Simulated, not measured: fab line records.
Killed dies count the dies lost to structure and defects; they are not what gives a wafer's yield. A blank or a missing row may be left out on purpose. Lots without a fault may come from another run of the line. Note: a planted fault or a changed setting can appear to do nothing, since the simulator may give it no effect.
fab line records	flow n5Finfet
record lots=11	wafers=33	lastDay=17
route steps=1938 shown MIM_BOT@1833 MIM_TOP_LITHO@1847 MIM_TOP_ETCH@1851 MIM_BOT_LITHO@1858 PASSIVATION@1936
lots that met no fault: from a run of the same line without faults
startH: start of the lot's first displayed wafer, in hours after the record's first day	waitH: how many hours have passed since the lot's step before this one	" unchanged from the row above	L1.1+2: one row covering several wafers at once	- no value, or no start given	* or withheld: withheld	< > ~ a bound
route shown NAME@n: a module of which the file shows steps, and the number in the route of the first	usual: the fault-free wafers' mean and standard deviation	same: alike in all rows	chamber/n: place in a boat	sites: per-site readings	_std_site: the standard deviation of these	_edge_site: outer sites' mean less inner sites'	radiusMm: how far each site lies from the wafer's centre	mask NAME#n: copy n	behind: the most recent tool/chamber to have shaped the wafer	hold: cause of the lot's hold/its duration in hours/its outcome	device: the n, p or np transistor that did not switch	end of line: the same wafers' tests at the end of the route	where a step has no rows: the recipe by itself	killed: at the first sort, the dies lost to defects and structure; wafer yield is something else	map: a wafer's dies, x killed, . not, _ none there
set.NAME: the run value of the setting; set.NAME@STEP: its run value at that earlier step	model.NAME: the simulator's own value behind a step, which no gauge read
steps of the route over a sample of lots; a table a step, a row a wafer
services: the hour from which a tool's chamber was out of use, counted from the record's first day as startH (under 0 if before that day), plus the number of hours and why
## steps
# step N5_MIM_BOT_SPUTTER_00
# recipe material=TiN	targetThkA=350	tempC=200	powerW=3000	chamberPressurePa=0.49996	gas=Ar	reactivePartialPa=0.37997	timeS=89.7
# usual throttleValvePct=29.9/1.1
lot.wafer	tool	chamber	startH	waitH	throttleValvePct
L258.1	pvdSputter-03	-	263.08	0.0	29.7
L258.2	"	-	"	"	29.7
L258.3	"	-	"	"	31.8
L260.1	pvdSputter-03	-	276.74	0.0	30.0
L260.5	"	-	"	"	29.7
L260.6	"	-	"	"	31.6
L261.2	pvdSputter-01	-	285.98	0.0	32.1
L261.3	"	-	"	"	29.9
L261.5	"	-	"	"	30.1
L265.3	pvdSputter-01	-	304.49	0.0	30.1
L265.4	"	-	"	"	30.3
L265.6	"	-	"	"	28.0
L266.1	pvdSputter-02	-	304.96	0.0	30.6
L266.5	"	-	"	"	30.7
L266.6	"	-	"	"	28.7
L268.1	pvdSputter-03	-	331.99	0.0	29.8
L268.4	"	-	"	"	31.9
L268.5	"	-	"	"	29.8
L269.1	pvdSputter-02	-	334.46	0.0	28.7
L269.3	"	-	"	"	28.9
L269.5	"	-	"	"	30.7
L270.1	pvdSputter-01	-	337.61	0.0	27.8
L270.2	"	-	"	"	32.0
L270.4	"	-	"	"	30.2
L271.1	pvdSputter-02	-	349.94	0.0	28.3
L271.3	"	-	"	"	30.7
L271.6	"	-	"	"	30.9
L278.1	pvdSputter-02	-	386.12	0.0	28.9
L278.5	"	-	"	"	30.9
L278.6	"	-	"	"	28.9
L279.1	pvdSputter-03	-	391.56	0.0	29.9
L279.2	"	-	"	"	29.5
L279.6	"	-	"	"	29.6
# step N5_MIM_TOP_LITHO_CD_MEAS_08
# recipe targetCdNm=2000	landingEnergyEv=500	detector=seInlens
# usual cdNm=1998.5/1.7
lot.wafer	tool	chamber	startH	waitH	cdNm
L258.1	cdSem-01	0	267.80	-	1997.4
L258.2	"	0	"	"	1998.1
L258.3	"	0	"	"	1996.9
L260.1	cdSem-02	0	278.41	-	1999.8
L260.5	"	0	"	"	1997.7
L260.6	"	0	"	"	1999.5
L261.2	cdSem-02	0	287.06	-	2000.2
L261.3	"	0	"	"	1998.0
L261.5	"	0	"	"	1999.0
L265.3	cdSem-02	0	305.98	-	1999.9
L265.4	"	0	"	"	1996.9
L265.6	"	0	"	"	1997.9
L266.1	cdSem-02	0	306.41	-	1999.0
L266.5	"	0	"	"	1998.0
L266.6	"	0	"	"	1999.9
L268.1	cdSem-02	0	334.85	-	1997.5
L268.4	"	0	"	"	1996.0
L268.5	"	0	"	"	1997.8
L269.1	cdSem-02	0	336.07	-	1997.6
L269.3	"	0	"	"	2000.4
L269.5	"	0	"	"	1996.0
L270.1	cdSem-02	0	338.73	-	1996.1
L270.2	"	0	"	"	1999.3
L270.4	"	0	"	"	1997.4
L271.1	cdSem-02	0	351.27	-	1997.4
L271.3	"	0	"	"	2000.4
L271.6	"	0	"	"	1998.9
L278.1	cdSem-02	0	388.12	-	1997.8
L278.5	"	0	"	"	1999.6
L278.6	"	0	"	"	1997.1
L279.1	cdSem-01	0	393.05	-	2000.1
L279.2	"	0	"	"	1998.3
L279.6	"	0	"	"	2001.8
# step N5_MIM_TOP_ETCH_ETCH_00
# recipe chemistry=Cl2/BCl3	target=TiN	targetDepthA=385	ionEnergyEv=150	pressureMtorr=10	icpW=1000	biasW=126	Cl2_flow_sccm=53.25	bcl3FlowSccm=21.75	Ar_flow_sccm=25
# usual drypumpMotorCurrentA=5.7/0.68	oesProductAu=0.80/0.093	rfFwdPowerW=995/3.3	throttleValvePct=22.85/0.16
lot.wafer	tool	chamber	startH	waitH	drypumpMotorCurrentA	oesProductAu	rfFwdPowerW	rfHoursCounterH	throttleValvePct
L258.1	rieMetal-03	0	267.98	0.1	6.5	0.89	997	14	23.01
L258.2	"	1	"	"	4.8	0.78	991	49	22.89
L258.3	"	1	"	"	4.8	0.79	995	-	22.89
L260.1	rieMetal-01	1	278.59	0.1	5.9	0.64	997	113	22.75
L260.5	"	1	"	"	5.9	0.65	999	-	22.77
L260.6	"	0	"	"	5.0	0.86	990	-	22.72
L261.2	rieMetal-03	0	287.27	0.1	6.5	0.86	990	-	23.02
L261.3	"	0	"	"	6.5	0.87	997	-	23.02
L261.5	"	0	"	"	6.5	0.87	990	-	23.02
L265.3	rieMetal-01	0	306.36	0.1	5.0	0.85	994	-	22.73
L265.4	"	1	"	"	5.9	0.64	998	-	22.76
L265.6	"	1	"	"	5.9	0.64	995	-	22.76
L266.1	rieMetal-03	1	306.92	0.1	4.8	0.78	994	50	22.88
L266.5	"	0	"	"	6.4	0.86	998	-	23.04
L266.6	"	1	"	"	4.8	0.78	995	-	22.87
L268.1	rieMetal-01	0	335.13	0.1	5.0	0.83	999	25	22.73
L268.4	"	0	"	"	5.0	0.83	997	-	22.72
L268.5	"	0	"	"	5.0	0.84	997	-	22.74
L269.1	rieMetal-03	1	336.26	0.1	4.8	0.78	993	53	22.89
L269.3	"	1	"	"	4.8	0.78	993	-	22.88
L269.5	"	0	"	"	6.4	0.85	995	-	23.03
L270.1	rieMetal-02	1	338.90	0.1	6.4	0.66	992	103	22.84
L270.2	"	1	"	"	6.4	0.66	989	-	22.86
L270.4	"	1	"	"	6.4	0.66	991	-	22.85
L271.1	rieMetal-01	1	351.57	0.1	5.9	0.97	995	1	22.47
L271.3	"	0	"	"	5.0	0.81	992	-	22.75
L271.6	"	0	"	"	5.0	0.82	993	-	22.73
L278.1	rieMetal-03	0	388.30	0.1	6.4	0.83	992	29	23.04
L278.5	"	1	"	"	4.8	0.75	994	-	22.91
L278.6	"	0	"	"	6.4	0.82	991	-	23.04
L279.1	rieMetal-01	0	393.23	0.1	5.0	0.82	998	31	22.75
L279.2	"	1	"	"	5.8	0.93	996	5	22.47
L279.6	"	0	"	"	5.0	0.82	993	-	22.75
# step N5_MIM_BOT_LITHO_EXPOSE_05
# recipe maskId=MIM_BOT	na=0.55	sourceShape=conventional	sigmaOuter=0.8	polarization=unpolarized	doseMj=24.25
# usual exposureDoseMJCm2=24.252/0.024
lot.wafer	tool	chamber	startH	waitH	mask	exposureDoseMJCm2
L258.1	krfScanner-02	0	268.56	-	MIM_BOT#0	24.233
L258.2	"	0	"	"	MIM_BOT#0	24.269
L258.3	"	0	"	"	MIM_BOT#0	24.241
L260.1	krfScanner-01	0	279.30	-	MIM_BOT#0	24.271
L260.5	"	0	"	"	MIM_BOT#0	24.266
L260.6	"	0	"	"	MIM_BOT#0	24.263
L261.2	krfScanner-01	0	287.88	-	MIM_BOT#0	24.216
L261.3	"	0	"	"	MIM_BOT#0	24.217
L261.5	"	0	"	"	MIM_BOT#0	24.224
L265.3	krfScanner-02	0	306.84	-	MIM_BOT#0	24.228
L265.4	"	0	"	"	MIM_BOT#0	24.253
L265.6	"	0	"	"	MIM_BOT#0	24.216
L266.1	krfScanner-01	0	307.39	-	MIM_BOT#0	24.262
L266.5	"	0	"	"	MIM_BOT#0	24.243
L266.6	"	0	"	"	MIM_BOT#0	24.233
L268.1	krfScanner-01	0	335.63	-	MIM_BOT#0	24.271
L268.4	"	0	"	"	MIM_BOT#0	24.257
L268.5	"	0	"	"	MIM_BOT#0	24.290
L269.1	krfScanner-01	0	337.01	-	MIM_BOT#0	24.251
L269.3	"	0	"	"	MIM_BOT#0	24.233
L269.5	"	0	"	"	MIM_BOT#0	24.264
L270.1	krfScanner-01	0	339.43	-	MIM_BOT#0	24.217
L270.2	"	0	"	"	MIM_BOT#0	24.247
L270.4	"	0	"	"	MIM_BOT#0	24.272
L271.1	krfScanner-01	0	351.96	-	MIM_BOT#0	24.226
L271.3	"	0	"	"	MIM_BOT#0	24.228
L271.6	"	0	"	"	MIM_BOT#0	24.216
L278.1	krfScanner-01	0	388.90	-	MIM_BOT#0	24.957
L278.5	"	0	"	"	MIM_BOT#0	24.978
L278.6	"	0	"	"	MIM_BOT#0	24.977
L279.1	krfScanner-01	0	393.61	-	MIM_BOT#0	24.943
L279.2	"	0	"	"	MIM_BOT#0	24.966
L279.6	"	0	"	"	MIM_BOT#0	24.960
# step N5_MIM_BOT_LITHO_CD_MEAS_08
# recipe targetCdNm=3000	landingEnergyEv=500	detector=seInlens	polarity=opening
# usual cdNm=3001.7/2
lot.wafer	tool	chamber	startH	waitH	cdNm
L258.1	cdSem-02	0	268.73	-	3003.2
L258.2	"	0	"	"	3001.9
L258.3	"	0	"	"	3002.6
L260.1	cdSem-01	0	279.47	-	3001.9
L260.5	"	0	"	"	3002.1
L260.6	"	0	"	"	3002.1
L261.2	cdSem-03	0	288.05	-	2999.7
L261.3	"	0	"	"	2999.9
L261.5	"	0	"	"	3001.8
L265.3	cdSem-01	0	307.01	-	3002.7
L265.4	"	0	"	"	3002.7
L265.6	"	0	"	"	3002.3
L266.1	cdSem-02	0	307.56	-	3002.0
L266.5	"	0	"	"	3003.1
L266.6	"	0	"	"	3000.8
L268.1	cdSem-02	0	335.81	-	3001.0
L268.4	"	0	"	"	2997.9
L268.5	"	0	"	"	2999.2
L269.1	cdSem-02	0	337.18	-	3000.9
L269.3	"	0	"	"	3001.2
L269.5	"	0	"	"	3000.7
L270.1	cdSem-02	0	339.60	-	3003.8
L270.2	"	0	"	"	3000.7
L270.4	"	0	"	"	3001.7
L271.1	cdSem-02	0	352.13	-	3001.7
L271.3	"	0	"	"	3004.1
L271.6	"	0	"	"	3005.1
L278.1	cdSem-02	0	389.07	-	3005.6
L278.5	"	0	"	"	3007.5
L278.6	"	0	"	"	3008.9
L279.1	cdSem-01	0	393.79	-	3006.7
L279.2	"	0	"	"	3005.4
L279.6	"	0	"	"	3006.9
# step N5_PASSIVATION_PROBE_49
# usual defectLimitedYield=91.4/1.6	killed_at_M0_to_M3=34/10	killed_at_M4_up=12/4.8	killedAtContacts=11/6.2	killedAtFrontEnd=39/13	killedAtOther=4/3.1	killedDies=101/19	killedOpen=67/14	killedShort=32/8.3	sort_bin_5_function=5.0/1	sort_bin_6_memory=3.2/0.76	sort_bin_8_speed=0.00/0.026	sortNPass=1079/19
# same grossDies=1180	killedAtBackSide=0	sort_bin_4_leakage[%]=0
lot.wafer	tool	chamber	startH	waitH	defectLimitedYield[%]	killed_at_M0_to_M3	killed_at_M4_up	killedAtContacts	killedAtFrontEnd	killedAtOther	killedDies	killedOpen	killedShort	sort_bin_5_function[%]	sort_bin_6_memory[%]	sort_bin_8_speed[%]	sortNPass
L258.1	prober-01	-	277.61	0.0	93.6	25	10	13	27	1	76	52	21	2.8	3.4	0	1104
L258.2	prober-01	-	277.66	0.1	93.4	32	10	9	23	4	78	49	26	3.8	2.4	0.25	1099
L258.3	prober-01	-	277.71	0.1	91.6	26	13	10	42	8	99	68	28	5.5	2.5	0	1081
L260.1	prober-02	-	288.24	0.0	91.4	50	6	7	33	6	102	67	34	5.2	2.9	0	1078
L260.5	prober-02	-	288.44	0.2	89.0	29	9	15	72	5	130	87	42	6.6	4.2	0	1050
L260.6	prober-02	-	288.49	0.3	91.8	38	13	10	34	2	97	67	29	4.6	3.6	0	1083
L261.2	prober-01	-	297.36	0.1	90.2	51	10	10	43	2	116	80	34	5.6	4.1	0	1064
L261.3	prober-01	-	297.41	0.1	92.5	39	15	6	27	2	89	62	27	4.4	3.0	0	1091
L261.5	prober-01	-	297.51	0.2	92.4	40	12	6	28	4	90	51	35	5.1	2.1	0	1090
L265.3	prober-02	-	319.07	0.1	91.8	47	7	10	27	6	97	68	27	5.5	2.5	0	1083
L265.4	prober-02	-	319.12	0.2	91.9	46	14	2	23	10	95	64	26	5.1	2.6	0.17	1085
L265.6	prober-02	-	319.22	0.3	90.7	46	8	6	39	11	110	76	32	5.5	3.5	0	1070
L266.1	prober-01	-	319.20	0.0	93.3	12	12	16	30	9	79	57	20	4.0	2.5	0	1101
L266.5	prober-01	-	319.40	0.2	94.2	25	8	15	19	1	68	40	26	3.6	1.9	0	1112
L266.6	prober-01	-	319.45	0.3	91.6	33	15	3	38	10	99	65	33	4.4	3.7	0	1081
L268.1	prober-02	-	344.42	0.0	93.9	22	11	2	35	2	72	48	22	3.3	2.3	0	1108
L268.4	prober-02	-	344.57	0.2	91.7	33	10	2	47	6	98	56	40	4.9	3.1	0	1082
L268.5	prober-02	-	344.62	0.2	91.4	21	21	6	51	3	102	55	34	4.9	2.9	0	1078
L270.1	prober-02	-	348.04	0.0	89.7	53	6	17	43	3	122	84	36	6.0	3.8	0	1058
L270.2	prober-02	-	348.09	0.1	91.3	31	4	21	46	1	103	74	26	4.9	3.6	0	1077
L270.4	prober-02	-	348.19	0.2	91.1	28	9	19	47	2	105	73	32	5.8	2.5	0	1075
L269.1	prober-01	-	349.35	0.1	89.7	28	18	7	65	4	122	88	33	6.6	3.5	0	1058
L269.3	prober-01	-	349.45	0.2	88.3	31	21	15	68	3	138	90	46	6.4	4.7	0	1042
L269.5	prober-01	-	349.55	0.3	88.2	37	21	8	70	3	139	111	26	6.9	4.5	0	1041
L271.1	prober-02	-	360.08	0.0	90.4	24	18	9	60	2	113	80	30	4.8	4.3	0	1067
L271.3	prober-02	-	360.18	0.1	94.2	16	12	10	31	0	69	43	26	3.3	2.4	0	1111
L271.6	prober-02	-	360.33	0.3	92.6	22	11	6	48	0	87	58	29	4.6	2.7	0	1093
L278.1	prober-02	-	398.46	0.0	94.0	32	12	4	22	1	71	49	21	3.1	3.0	0	1109
L278.5	prober-02	-	398.66	0.2	93.1	26	13	16	26	1	82	46	35	4.4	2.5	0	1098
L278.6	prober-02	-	398.71	0.3	93.4	26	6	7	31	8	78	50	28	4.1	2.4	0	1102
L279.1	prober-01	-	402.43	0.0	93.2	32	10	6	26	6	80	55	24	4.2	2.5	0	1100
L279.2	prober-01	-	402.48	0.1	92.3	46	10	3	30	2	91	64	26	4.7	2.6	0	1089
L279.6	prober-01	-	402.68	0.3	93.8	38	6	4	24	1	73	41	31	3.5	2.5	0	1107
# killed by level:class
L258.1 MOL_CONTACT_COAG:geometricParticle:open=13 BEOL_M0_SAQP:geometricParticle:short=8 GATE_CUT:geometricParticle:short=6 BEOL_M1:geometricParticle:open=6 BEOL_M0_SAQP:geometricParticle:open=5 STARTING-WAFER:geometricParticle:open=5 DUMMY_GATE:geometricParticle:open=4 GATE_CUT:geometricParticle:open=4
L258.2 BEOL_M0_SAQP:geometricParticle:short=9 MOL_CONTACT_COAG:geometricParticle:open=8 BEOL_M1:geometricParticle:open=5 STI_FIN_REVEAL:geometricParticle:open=4 BEOL_M0_SAQP:geometricParticle:open=4 BEOL_M3:geometricParticle:open=4 FIN_SAQP:geometricParticle:open=3 DUMMY_GATE:geometricParticle:open=3
L258.3 STI_FIN_REVEAL:geometricParticle:open=16 MOL_CONTACT_COAG:geometricParticle:open=8 BEOL_M0_SAQP:geometricParticle:open=8 DUMMY_GATE:geometricParticle:open=6 BEOL_M0_SAQP:geometricParticle:short=6 BEOL_M1:geometricParticle:open=5 FIN_SAQP:geometricParticle:open=4 FIN_SAQP:geometricParticle:short=4
L260.1 BEOL_M0_SAQP:geometricParticle:short=13 BEOL_M2:geometricParticle:open=12 BEOL_M0_SAQP:geometricParticle:open=8 STI_FIN_REVEAL:geometricParticle:open=7 MOL_CONTACT_COAG:geometricParticle:open=7 BEOL_M1:geometricParticle:open=6 FIN_SAQP:geometricParticle:open=5 FIN_SAQP:geometricParticle:short=5
L260.5 FIN_SAQP:geometricParticle:open=27 MOL_CONTACT_COAG:geometricParticle:open=10 BEOL_M0_SAQP:geometricParticle:short=9 FIN_SAQP:geometricParticle:short=8 DUMMY_GATE:geometricParticle:open=7 STI_FIN_REVEAL:geometricParticle:open=6 GATE_CUT:geometricParticle:open=6 GATE_CUT:geometricParticle:short=5
L260.6 BEOL_M0_SAQP:geometricParticle:open=13 BEOL_M2:geometricParticle:open=10 STI_FIN_REVEAL:geometricParticle:open=9 BEOL_M0_SAQP:geometricParticle:short=8 MOL_CONTACT_COAG:geometricParticle:open=6 BEOL_M7:geometricParticle:open=5 FIN_SAQP:geometricParticle:short=4 FIN_SAQP:geometricParticle:open=4
L261.2 FIN_SAQP:geometricParticle:open=9 STI_FIN_REVEAL:geometricParticle:open=9 BEOL_M0_SAQP:geometricParticle:open=9 BEOL_M2:geometricParticle:open=9 MOL_CONTACT_COAG:geometricParticle:open=8 BEOL_M1:geometricParticle:open=8 BEOL_M3:geometricParticle:open=8 BEOL_M0_SAQP:geometricParticle:short=7
L261.3 BEOL_M3:geometricParticle:open=17 BEOL_M4:geometricParticle:open=8 FIN_SAQP:geometricParticle:short=7 BEOL_M2:geometricParticle:open=6 FIN_SAQP:geometricParticle:open=5 MOL_CONTACT_COAG:geometricParticle:open=5 BEOL_M0_SAQP:geometricParticle:open=5 BEOL_M1:geometricParticle:open=5
L261.5 BEOL_M3:geometricParticle:open=11 FIN_SAQP:geometricParticle:short=8 BEOL_M0_SAQP:geometricParticle:open=8 BEOL_M1:geometricParticle:open=6 BEOL_M3:geometricParticle:short=5 BEOL_M0_SAQP:geometricParticle:short=4 DUMMY_GATE:geometricParticle:open=3 GATE_CUT:geometricParticle:short=3
L265.3 BEOL_M3:geometricParticle:open=10 STI_FIN_REVEAL:geometricParticle:open=8 MOL_CONTACT_COAG:geometricParticle:open=7 BEOL_M0_SAQP:geometricParticle:short=7 BEOL_M0_SAQP:geometricParticle:open=7 BEOL_M1:geometricParticle:open=7 BEOL_M0:geometricParticle:open=6 BEOL_M2:geometricParticle:open=5
L265.4 BEOL_M0_SAQP:geometricParticle:open=10 BEOL_M5:geometricParticle:open=7 BEOL_M3:geometricParticle:open=6 BEOL_M0_SAQP:geometricParticle:short=6 BEOL_M0:geometricParticle:open=6 BEOL_M2:geometricParticle:open=6 FIN_SAQP:geometricParticle:open=4 BEOL_M1:geometricParticle:open=4
L266.1 MOL_CONTACT_COAG:geometricParticle:open=14 STI_FIN_REVEAL:geometricParticle:open=10 BEOL_M4:geometricParticle:open=6 STARTING-WAFER:geometricParticle:open=5 BEOL_M0_SAQP:geometricParticle:open=4 BEOL_M0:geometricParticle:open=4 STARTING-WAFER:geometricParticle:short=4 FIN_SAQP:geometricParticle:short=3
L265.6 BEOL_M3:geometricParticle:open=19 STI_FIN_REVEAL:geometricParticle:open=9 BEOL_M2:geometricParticle:open=7 MOL_CONTACT_COAG:geometricParticle:open=6 BEOL_M0_SAQP:geometricParticle:open=6 ILD0:geometricParticle:short=5 GATE_CUT:geometricParticle:short=4 BEOL_M0_SAQP:geometricParticle:short=4
L266.5 MOL_CONTACT_COAG:geometricParticle:open=12 GATE_CUT:geometricParticle:short=5 BEOL_M0_SAQP:geometricParticle:open=4 BEOL_M0_SAQP:geometricParticle:short=4 BEOL_M0:geometricParticle:open=4 BEOL_M2:geometricParticle:open=4 BEOL_M4:geometricParticle:open=4 MOL_CONTACT_COAG:geometricParticle:short=3
L266.6 STI_FIN_REVEAL:geometricParticle:open=15 BEOL_M2:geometricParticle:open=10 BEOL_M2:geometricParticle:short=7 DUMMY_GATE:geometricParticle:open=4 GATE_CUT:geometricParticle:short=4 BEOL_M0_SAQP:geometricParticle:open=4 BEOL_M3:geometricParticle:open=4 BEOL_M5:geometricParticle:open=4
L268.1 FIN_SAQP:geometricParticle:open=11 BEOL_M0_SAQP:geometricParticle:open=11 STI_FIN_REVEAL:geometricParticle:open=6 GATE_CUT:geometricParticle:short=5 BEOL_M0_SAQP:geometricParticle:short=5 FIN_SAQP:geometricParticle:short=4 BEOL_M4:geometricParticle:open=4 BEOL_M7:geometricParticle:open=4
L268.4 BEOL_M0_SAQP:geometricParticle:short=12 FIN_SAQP:geometricParticle:open=9 FIN_SAQP:geometricParticle:short=9 BEOL_M0_SAQP:geometricParticle:open=9 STI_FIN_REVEAL:geometricParticle:open=7 GATE_CUT:geometricParticle:short=7 BEOL_M2:geometricParticle:open=6 DUMMY_GATE:geometricParticle:open=4
L268.5 FIN_SAQP:geometricParticle:short=14 HKMG_FIN:areaEtch=9 FIN_SAQP:geometricParticle:open=8 BEOL_M4:geometricParticle:open=7 STARTING-WAFER:geometricParticle:short=6 BEOL_M0:geometricParticle:open=6 BEOL_M7:geometricParticle:open=6 MOL_CONTACT_COAG:geometricParticle:open=5
L270.1 MOL_CONTACT_COAG:geometricParticle:open=14 BEOL_M0_SAQP:geometricParticle:open=13 BEOL_M0_SAQP:geometricParticle:short=12 FIN_SAQP:geometricParticle:open=11 STI_FIN_REVEAL:geometricParticle:open=11 BEOL_M3:geometricParticle:open=10 FIN_SAQP:geometricParticle:short=7 BEOL_M2:geometricParticle:open=6
L270.2 FIN_SAQP:geometricParticle:open=19 MOL_CONTACT_COAG:geometricParticle:open=17 BEOL_M3:geometricParticle:open=15 BEOL_M0_SAQP:geometricParticle:short=6 FIN_SAQP:geometricParticle:short=6 STI_FIN_REVEAL:geometricParticle:open=5 DUMMY_GATE:geometricParticle:open=4 MOL_CONTACT_COAG:geometricParticle:short=4
L270.4 MOL_CONTACT_COAG:geometricParticle:open=19 STI_FIN_REVEAL:geometricParticle:open=14 FIN_SAQP:geometricParticle:open=10 BEOL_M0_SAQP:geometricParticle:short=8 FIN_SAQP:geometricParticle:short=7 BEOL_M3:geometricParticle:open=7 BEOL_M2:geometricParticle:open=4 STI_FIN_REVEAL:geometricParticle:short=4
L269.1 STI_FIN_REVEAL:geometricParticle:open=22 DUMMY_GATE:geometricParticle:open=11 BEOL_M0:geometricParticle:open=9 GATE_CUT:geometricParticle:short=8 BEOL_M4:geometricParticle:open=8 FIN_SAQP:geometricParticle:open=6 MOL_CONTACT_COAG:geometricParticle:open=6 BEOL_M0_SAQP:geometricParticle:open=5
L269.3 STI_FIN_REVEAL:geometricParticle:open=29 BEOL_M4:geometricParticle:open=12 GATE_CUT:geometricParticle:short=11 MOL_CONTACT_COAG:geometricParticle:open=11 BEOL_M0_SAQP:geometricParticle:short=9 BEOL_M3:geometricParticle:open=7 BEOL_M0_SAQP:geometricParticle:open=7 ILD0:geometricParticle:open=6
L269.5 STI_FIN_REVEAL:geometricParticle:open=37 BEOL_M3:geometricParticle:open=13 BEOL_M4:geometricParticle:open=11 BEOL_M0_SAQP:geometricParticle:open=8 FIN_SAQP:geometricParticle:open=6 GATE_CUT:geometricParticle:open=5 BEOL_M1:geometricParticle:open=5 STI_FIN_REVEAL:geometricParticle:short=4
L271.1 FIN_SAQP:geometricParticle:open=23 FIN_SAQP:geometricParticle:short=16 MOL_CONTACT_COAG:geometricParticle:open=8 BEOL_M2:geometricParticle:open=7 BEOL_M5:geometricParticle:open=7 BEOL_M0_SAQP:geometricParticle:open=6 BEOL_M3:geometricParticle:open=5 DUMMY_GATE:geometricParticle:open=5
L271.3 MOL_CONTACT_COAG:geometricParticle:open=10 FIN_SAQP:geometricParticle:open=5 STARTING-WAFER:geometricParticle:short=5 GATE_CUT:geometricParticle:short=4 STI_FIN_REVEAL:geometricParticle:open=4 ILD0:geometricParticle:short=4 BEOL_M2:geometricParticle:open=4 BEOL_M5:geometricParticle:open=4
L271.6 FIN_SAQP:geometricParticle:open=20 FIN_SAQP:geometricParticle:short=11 GATE_CUT:geometricParticle:open=6 BEOL_M1:geometricParticle:short=6 MOL_CONTACT_COAG:geometricParticle:open=5 BEOL_M1:geometricParticle:open=5 BEOL_M5:geometricParticle:open=5 STARTING-WAFER:geometricParticle:short=4
L278.1 BEOL_M2:geometricParticle:open=9 BEOL_M4:geometricParticle:open=7 BEOL_M1:geometricParticle:open=7 BEOL_M3:geometricParticle:open=7 STI_FIN_REVEAL:geometricParticle:open=4 FIN_SAQP:geometricParticle:short=3 MOL_CONTACT_COAG:geometricParticle:open=3 BEOL_M0_SAQP:geometricParticle:open=3
L278.5 MOL_CONTACT_COAG:geometricParticle:open=9 MOL_CONTACT_COAG:geometricParticle:short=7 FIN_SAQP:geometricParticle:open=6 BEOL_M0_SAQP:geometricParticle:open=6 BEOL_M1:geometricParticle:short=5 BEOL_M4:geometricParticle:open=5 DUMMY_GATE:geometricParticle:short=4 BEOL_M0_SAQP:geometricParticle:short=4
L278.6 FIN_SAQP:geometricParticle:open=7 MOL_CONTACT_COAG:geometricParticle:open=7 BEOL_M1:geometricParticle:open=7 BEOL_M0:geometricParticle:open=6 FIN_SAQP:geometricParticle:short=5 PASS1_CAP:geometricParticle:short=4 FIN_CUT:geometricParticle:open=3 BEOL_M0_SAQP:geometricParticle:open=3
L279.1 BEOL_M1:geometricParticle:open=11 BEOL_M0_SAQP:geometricParticle:open=7 BEOL_M3:geometricParticle:open=7 BEOL_M5:geometricParticle:open=6 STI_FIN_REVEAL:geometricParticle:open=5 MOL_CONTACT_COAG:geometricParticle:open=5 BEOL_M0_SAQP:geometricParticle:short=5 FIN_CUT:geometricParticle:short=4
L279.2 BEOL_M1:geometricParticle:open=14 STI_FIN_REVEAL:geometricParticle:open=13 BEOL_M0_SAQP:geometricParticle:open=9 FIN_SAQP:geometricParticle:open=8 BEOL_M0_SAQP:geometricParticle:short=8 BEOL_M1:geometricParticle:short=5 FIN_SAQP:geometricParticle:short=4 BEOL_M5:geometricParticle:open=4
L279.6 BEOL_M3:geometricParticle:open=10 BEOL_M3:geometricParticle:short=9 BEOL_M1:geometricParticle:open=7 FIN_SAQP:geometricParticle:short=6 BEOL_M0_SAQP:geometricParticle:open=5 FIN_SAQP:geometricParticle:open=4 STI_FIN_REVEAL:geometricParticle:open=3 MOL_CONTACT_COAG:geometricParticle:open=3
## services
tool	chamber	startH	hours	kind
rieMetal-01	-	253.82	14.6	pm
rieMetal-01	-	268.42	2.8	pm
krfScanner-01	-	269.21	0.8	pm
krfScanner-02	-	278.10	1.3	pm
rieMetal-02	-	282.64	0.4	repair
krfScanner-01	-	287.97	1.0	pm
krfScanner-01	-	295.25	1.3	repair
krfScanner-02	-	304.57	0.5	repair
krfScanner-02	0	310.18	-	calibration
krfScanner-01	0	325.65	-	calibration
rieMetal-01	1	326.43	-	clean
rieMetal-01	1	326.43	13.8	scheduledDown
rieMetal-01	1	326.43	13.8	ventCycle
krfScanner-02	-	330.99	0.8	repair
krfScanner-02	-	333.35	1.4	repair
rieMetal-02	0	335.47	-	clean
rieMetal-02	0	335.47	35.2	scheduledDown
rieMetal-02	0	335.47	35.2	ventCycle
pvdSputter-01	-	363.54	2.5	repair
rieMetal-02	1	370.69	-	clean
rieMetal-02	1	370.69	26.1	scheduledDown
rieMetal-02	1	370.69	26.1	ventCycle
krfScanner-02	-	378.23	1.0	pm
krfScanner-02	-	393.59	0.8	pm
## key
firstSign step=N5_MIM_BOT_LITHO_EXPOSE_05	reading=exposureDoseMJCm2	direction=up	sigmas=30	usual=24.252	struck=24.964
effect step=N5_MIM_BOT_LITHO_CD_MEAS_08	reading=cdNm	direction=up	sigmas=2.7	usual=3001.7	struck=3006.8
metAt N5_MIM_BOT_LITHO_EXPOSE_05
struckLots L278,L279
notActingAt N5_MIM_BOT_SPUTTER_00,N5_MIM_TOP_LITHO_CD_MEAS_08,N5_MIM_TOP_ETCH_ETCH_00
onsetBetween 351.96 388.90
fault kind=processParameterDrift	tool=krfScanner-01	chamber=-	onsetH=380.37	steps=N5_MIM_BOT_LITHO_EXPOSE_05	channel=doseMj	offset=0.69915	shape=step	actsIn=theseRecipesOnly	stated=24.25
